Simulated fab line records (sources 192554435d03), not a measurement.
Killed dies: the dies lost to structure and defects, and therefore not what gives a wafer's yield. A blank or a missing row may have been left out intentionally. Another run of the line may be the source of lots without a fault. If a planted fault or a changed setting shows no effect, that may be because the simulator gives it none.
What tool caused it? | flow n5_finfet | 72 wafers from 24 lots sampled at 4 of the route's 1938 steps

== WHAT THE GAUGES SHOWED, per wafer ==
N5_BEOL_M4_OVL_MEAS_29.
lot  | measured     | on         | V3_OVL (nm)
L074 | day 7 10:46  | overlay-01 | -0.8 0.0 -0.5
L075 | day 7 14:41  | overlay-01 | -0.1 0.1 -0.4
L076 | day 7 20:15  | overlay-01 | -0.9 -0.4 0.3
L077 | day 8 02:56  | overlay-01 | -0.2 -0.7 -1.3
L078 | day 8 07:13  | overlay-02 | -0.5 0.3 -0.2
L079 | day 8 13:34  | overlay-01 | -0.5 -0.7 -0.7
L080 | day 9 01:15  | overlay-01 | -0.1 -0.3 0.0
L081 | day 9 08:38  | overlay-01 | -0.7 0.0 -1.2
L082 | day 10 01:13 | overlay-02 | -0.1 0.9 -0.9
L083 | day 10 06:16 | overlay-01 | -0.6 0.1 0.3
L084 | day 10 08:11 | overlay-02 | -0.6 0.2 0.8
L085 | day 10 19:50 | overlay-02 | -0.7 -1.0 -1.4
L086 | day 11 06:31 | overlay-01 | -0.8 0.0 -1.1
L087 | day 11 09:14 | overlay-02 | -0.4 -1.3 -0.6
L088 | day 11 14:07 | overlay-02 | -0.2 0.2 0.5
L089 | day 11 17:44 | overlay-02 | -0.7 -0.7 -0.2
L090 | day 11 18:06 | overlay-01 | 0.5 -1.4 -1.5
L092 | day 12 04:31 | overlay-01 | -0.5 -0.6 -0.8
L091 | day 12 11:08 | overlay-01 | 0.7 -0.4 -1.4
L093 | day 12 16:23 | overlay-02 | -0.1 -0.5 -0.7
L094 | day 12 18:11 | overlay-02 | -1.2 -1.0 -0.2
L095 | day 12 21:52 | overlay-02 | 0.6 -0.1 0.0
L096 | day 14 00:12 | overlay-01 | -0.4 0.1 -0.6
L097 | day 14 03:12 | overlay-02 | 0.4 0.2 0.4

== WHICH TOOL RAN EACH LOT (tool, then ch and the chambers of the sampled wafers, then the start) ==
lot  | N5_BEOL_M3_SPUTTER_88        | N5_BEOL_M3_CO_CAP_55             | N5_BEOL_M4_HM_DEP_02
L074 | pvd_sputter-02, day 7 06:55  | cvd_co-02 ch 1,2, day 7 08:49    | pvd_sputter-01, day 7 09:13
L075 | pvd_sputter-01, day 7 10:33  | cvd_co-02 ch 1,2, day 7 12:18    | pvd_sputter-02, day 7 13:16
L076 | pvd_sputter-02, day 7 15:47  | cvd_co-02 ch 0,1,2, day 7 17:32  | pvd_sputter-02, day 7 18:43
L077 | pvd_sputter-03, day 7 22:35  | cvd_co-01 ch 0, day 8 00:26      | pvd_sputter-03, day 8 01:23
L078 | pvd_sputter-02, day 8 02:55  | cvd_co-01 ch 0, day 8 04:46      | pvd_sputter-03, day 8 05:55
L079 | pvd_sputter-03, day 8 08:51  | cvd_co-02 ch 0,2, day 8 10:43    | pvd_sputter-01, day 8 11:52
L080 | pvd_sputter-03, day 8 21:34  | cvd_co-02 ch 0,1,2, day 8 23:19  | pvd_sputter-02, day 8 23:46
L081 | pvd_sputter-02, day 9 01:08  | cvd_co-01 ch 0,2, day 9 02:55    | pvd_sputter-03, day 9 07:05
L082 | pvd_sputter-03, day 9 21:01  | cvd_co-02 ch 1,2, day 9 22:47    | pvd_sputter-01, day 9 23:55
L083 | pvd_sputter-02, day 10 00:50 | cvd_co-02 ch 1,2, day 10 02:42   | pvd_sputter-03, day 10 04:32
L084 | pvd_sputter-03, day 10 02:03 | cvd_co-02 ch 0,2, day 10 04:54   | pvd_sputter-02, day 10 06:28
L085 | pvd_sputter-03, day 10 16:13 | cvd_co-02 ch 0,1, day 10 18:00   | pvd_sputter-03, day 10 18:24
L086 | pvd_sputter-01, day 11 02:09 | cvd_co-01 ch 0,1,2, day 11 03:58 | pvd_sputter-03, day 11 05:05
L087 | pvd_sputter-02, day 11 03:32 | cvd_co-02 ch 0,1,2, day 11 05:17 | pvd_sputter-01, day 11 07:51
L088 | pvd_sputter-01, day 11 09:10 | cvd_co-02 ch 0,2, day 11 11:29   | pvd_sputter-03, day 11 12:34
L089 | pvd_sputter-02, day 11 12:28 | cvd_co-02 ch 0,1, day 11 14:12   | pvd_sputter-01, day 11 15:51
L090 | pvd_sputter-01, day 11 14:27 | cvd_co-01 ch 0,1, day 11 16:13   | pvd_sputter-02, day 11 16:38
L092 | pvd_sputter-01, day 11 23:31 | cvd_co-02 ch 0,2, day 12 01:16   | pvd_sputter-02, day 12 02:51
L091 | pvd_sputter-01, day 12 04:53 | cvd_co-02 ch 0,1,2, day 12 06:38 | pvd_sputter-02, day 12 09:34
L093 | pvd_sputter-03, day 12 11:30 | cvd_co-01 ch 0,1, day 12 13:16   | pvd_sputter-03, day 12 14:58
L094 | pvd_sputter-03, day 12 13:20 | cvd_co-02 ch 0,2, day 12 15:05   | pvd_sputter-02, day 12 16:31
L095 | pvd_sputter-02, day 12 17:49 | cvd_co-01 ch 0,1,2, day 12 19:34 | pvd_sputter-01, day 12 20:23
L096 | pvd_sputter-03, day 13 20:04 | cvd_co-02 ch 0,1,2, day 13 21:49 | pvd_sputter-01, day 13 22:44
L097 | pvd_sputter-03, day 13 23:02 | cvd_co-02 ch 1,2, day 14 00:47   | pvd_sputter-02, day 14 01:27
- N5_BEOL_M3_SPUTTER_88: material Cu, target thk 4.5 nm, time 8.29 s.
- N5_BEOL_M3_CO_CAP_55: material Co, precursor CCTBA/H2, target thk 2 nm, time 102.1 s.
- N5_BEOL_M4_HM_DEP_02: deposits TiN, target thk 20 nm.

== AS READ BY THE TOOLS THEMSELVES (means over the sampled wafers that have a number; for cases with no such wafer, the mark the record gives instead) ==
N5_BEOL_M3_SPUTTER_88.
lot  | tool           | chuck_sensor_temp_C (C) | substrate_temp_c (C) | susceptor_temp_C (C) | throttle_valve_pct (%)
L074 | pvd_sputter-02 | -15.3                   | -19.96               | -20.10               | 29.2
L075 | pvd_sputter-01 | -15.5                   | -20.01               | -19.97               | 29.9
L076 | pvd_sputter-02 | -15.3                   | -19.96               | -19.96               | 29.5
L077 | pvd_sputter-03 | -15.9                   | -19.98               | -19.87               | 30.3
L078 | pvd_sputter-02 | -15.5                   | -20.00               | -19.96               | 28.6
L079 | pvd_sputter-03 | -15.6                   | -20.02               | -20.00               | 29.7
L080 | pvd_sputter-03 | -15.9                   | -19.91               | -20.09               | 30.2
L081 | pvd_sputter-02 | -15.6                   | -19.95               | -20.02               | 29.9
L082 | pvd_sputter-03 | -15.9                   | -19.97               | -19.92               | 30.3
L083 | pvd_sputter-02 | -15.2                   | -20.04               | -20.03               | 29.5
L084 | pvd_sputter-03 | -15.6                   | -20.18               | -20.02               | 30.4
L085 | pvd_sputter-03 | -15.6                   | -19.94               | -20.06               | 29.6
L086 | pvd_sputter-01 | -15.8                   | -20.07               | -19.96               | 30.0
L087 | pvd_sputter-02 | -15.4                   | -19.98               | -20.04               | 29.1
L088 | pvd_sputter-01 | -15.6                   | -19.98               | -19.86               | 29.6
L089 | pvd_sputter-02 | -15.3                   | -19.88               | -19.98               | 29.4
L090 | pvd_sputter-01 | -15.4                   | -20.00               | -20.07               | 29.6
L092 | pvd_sputter-01 | -16.0                   | -19.92               | -20.11               | 29.7
L091 | pvd_sputter-01 | -15.5                   | -19.97               | -19.97               | 29.4
L093 | pvd_sputter-03 | -15.5                   | -19.93               | -20.10               | 29.5
L094 | pvd_sputter-03 | -15.9                   | -20.07               | -19.98               | 30.3
L095 | pvd_sputter-02 | -15.5                   | -19.97               | -20.00               | 29.1
L096 | pvd_sputter-03 | -15.6                   | -19.95               | -19.94               | 30.5
L097 | pvd_sputter-03 | -15.6                   | -20.00               | -20.09               | 29.5

N5_BEOL_M3_CO_CAP_55.
lot  | tool      | heater_power_outer_w (W) | heater_power_w (W) | susceptor_temp_C (C)
L074 | cvd_co-02 | 126                      | 236                | 200.15
L075 | cvd_co-02 | 124                      | 237                | 200.08
L076 | cvd_co-02 | 125                      | 229                | 200.15
L077 | cvd_co-01 | 114                      | 222                | 199.87
L078 | cvd_co-01 | 116                      | 223                | 200.16
L079 | cvd_co-02 | 123                      | 221                | 199.87
L080 | cvd_co-02 | 125                      | 230                | 199.92
L081 | cvd_co-01 | 122                      | 228                | 199.94
L082 | cvd_co-02 | 131                      | 239                | 200.11
L083 | cvd_co-02 | 129                      | 237                | 199.98
L084 | cvd_co-02 | 122                      | 228                | 200.09
L085 | cvd_co-02 | 122                      | 234                | 200.06
L086 | cvd_co-01 | 124                      | 233                | 199.70
L087 | cvd_co-02 | 127                      | 229                | 200.00
L088 | cvd_co-02 | 122                      | 227                | 199.93
L089 | cvd_co-02 | 121                      | 230                | 200.04
L090 | cvd_co-01 | 119                      | 228                | 200.02
L092 | cvd_co-02 | 123                      | 229                | 199.68
L091 | cvd_co-02 | 125                      | 236                | 200.27
L093 | cvd_co-01 | 119                      | 235                | 199.94
L094 | cvd_co-02 | 123                      | 227                | 200.20
L095 | cvd_co-01 | 122                      | 234                | 200.03
L096 | cvd_co-02 | 123                      | 232                | 200.06
L097 | cvd_co-02 | 128                      | 239                | 200.05

N5_BEOL_M4_HM_DEP_02.
lot  | tool           | substrate_temp_c (C) | susceptor_temp_C (C) | throttle_valve_pct (%)
L074 | pvd_sputter-01 | 25.01                | 25.09                | 29.8
L075 | pvd_sputter-02 | 24.90                | 25.12                | 29.5
L076 | pvd_sputter-02 | 24.99                | 25.14                | 29.2
L077 | pvd_sputter-03 | 24.91                | 25.00                | 29.5
L078 | pvd_sputter-03 | 24.86                | 24.94                | 30.4
L079 | pvd_sputter-01 | 25.06                | 25.03                | 30.1
L080 | pvd_sputter-02 | 24.94                | 25.03                | 29.5
L081 | pvd_sputter-03 | 25.03                | 24.93                | 29.4
L082 | pvd_sputter-01 | 25.09                | 24.98                | 29.6
L083 | pvd_sputter-03 | 24.93                | 25.04                | 30.4
L084 | pvd_sputter-02 | 24.98                | 25.02                | 29.0
L085 | pvd_sputter-03 | 25.11                | 24.99                | 31.2
L086 | pvd_sputter-03 | 25.06                | 25.03                | 30.5
L087 | pvd_sputter-01 | 24.96                | 24.95                | 30.0
L088 | pvd_sputter-03 | 24.91                | 25.09                | 31.2
L089 | pvd_sputter-01 | 25.00                | 25.00                | 29.3
L090 | pvd_sputter-02 | 24.99                | 25.04                | 28.9
L092 | pvd_sputter-02 | 25.04                | 24.94                | 28.9
L091 | pvd_sputter-02 | 24.91                | 25.03                | 28.8
L093 | pvd_sputter-03 | 24.90                | 24.93                | 30.3
L094 | pvd_sputter-02 | 24.94                | 25.02                | 28.8
L095 | pvd_sputter-01 | 25.00                | 24.86                | 30.2
L096 | pvd_sputter-01 | 24.93                | 25.01                | 29.6
L097 | pvd_sputter-02 | 24.99                | 25.05                | 29.0

== THE ANSWER, worked out from the rows above alone ==
Rule: usual is defined by the lots themselves. The widest of any qualifying gaps counts: lots, ordered by their means at a reading, are off when they make up no more than a third of the lots, leave a main group of 4 or more, and stand apart from it by 3 or more times the standard deviation of that group's means. A main group whose means are all the same, to the digits that the tables above print for the reading, isn't used. A lot without any number at a reading at which 4 lots or more have one is off too. The other lots that the step has rows for count as sound. First the gauges in route order, then the tools' own readings, where a lot's mean is used as printed above. At the first step where some lot is off, the reading lying furthest off is the one used; lots without a number count as furthest.
Across all readings shown, no lot is off: no conclusion can be drawn from this.

== WHAT HAD BEEN PUT IN BY THE SIMULATOR ==
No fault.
